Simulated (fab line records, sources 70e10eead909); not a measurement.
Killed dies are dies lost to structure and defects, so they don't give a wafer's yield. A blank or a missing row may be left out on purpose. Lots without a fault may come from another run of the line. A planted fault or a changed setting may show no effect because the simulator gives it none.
Which tool did it? | flow nand_harc | 6 lots, 18 wafers sampled, at 5 steps of a route of 1159

WHAT THE GAUGES READ, wafer by wafer
NHARC_END_SORT_01.
lot | measured | on | killed_at_array

WHICH TOOL RAN EACH LOT (tool, then ch and the chambers of the sampled wafers, then the start)
lot  | NHARC_A_WL_FILL_CVD_03        | NHARC_THIN_TSV_PRE_CLEAN_50             | NHARC_THIN_TSV_PVD_51                   | NHARC_THIN_TSV_ETCH_36
L455 | cvd_w-01 ch 0,1, day 15 13:29 | pvd_sputter-01, day 19 19:51 or earlier | pvd_sputter-01, day 19 19:51 or earlier | rie_metal-02 ch 0,1, day 19 19:51
L456 | cvd_w-01 ch 1, day 15 22:31   | pvd_sputter-03, day 19 22:32 or earlier | pvd_sputter-03, day 19 22:32 or earlier | rie_metal-02 ch 0,1, day 19 22:32
L461 | cvd_w-01 ch 0,1, day 16 18:14 | pvd_sputter-01, day 20 15:39 or earlier | pvd_sputter-01, day 20 15:39 or earlier | rie_metal-01 ch 0,1, day 20 15:39
L463 | cvd_w-02 ch 0,1, day 17 07:04 | pvd_sputter-02, day 21 02:38 or earlier | pvd_sputter-02, day 21 02:38 or earlier | rie_metal-01 ch 0,1, day 21 02:38
L474 | cvd_w-02 ch 0,1, day 20 13:18 | pvd_sputter-03, day 24 10:34 or earlier | pvd_sputter-03, day 24 10:34 or earlier | rie_metal-02 ch 0,1, day 24 10:34
L473 | cvd_w-02 ch 0,1, day 20 15:38 | pvd_sputter-01, day 24 17:32 or earlier | pvd_sputter-01, day 24 17:32 or earlier | rie_metal-01 ch 0,1, day 24 17:32
- NHARC_A_WL_FILL_CVD_03: deposits W, target thk 40 nm, time 3302 s.
- NHARC_THIN_TSV_PRE_CLEAN_50: time 30 s.
- NHARC_THIN_TSV_PVD_51: deposits Cu, target thk 100 nm.
- NHARC_THIN_TSV_ETCH_36: etches the open film in Cl2/BCl3, target depth 65 nm, time 18.571 s.

THE ANSWER, worked out from the rows above alone
Rule: what is usual is taken from the lots themselves. Put in order of their means at a reading, lots are off if they are a third of the lots or fewer, leave a main group of 4 or more, and stand apart from it by a gap of 3 or more times the standard deviation of the main group's means; of several such gaps the widest counts. A main group whose means are all the same, to the digits that the tables above print for the reading, isn't used. A lot without any number at a reading at which 4 lots or more have one is off too. The other lots that the step has rows for count as sound.
No lot is off at any reading shown: from this, nothing can be told.

WHAT THE SIMULATOR HAD PUT IN
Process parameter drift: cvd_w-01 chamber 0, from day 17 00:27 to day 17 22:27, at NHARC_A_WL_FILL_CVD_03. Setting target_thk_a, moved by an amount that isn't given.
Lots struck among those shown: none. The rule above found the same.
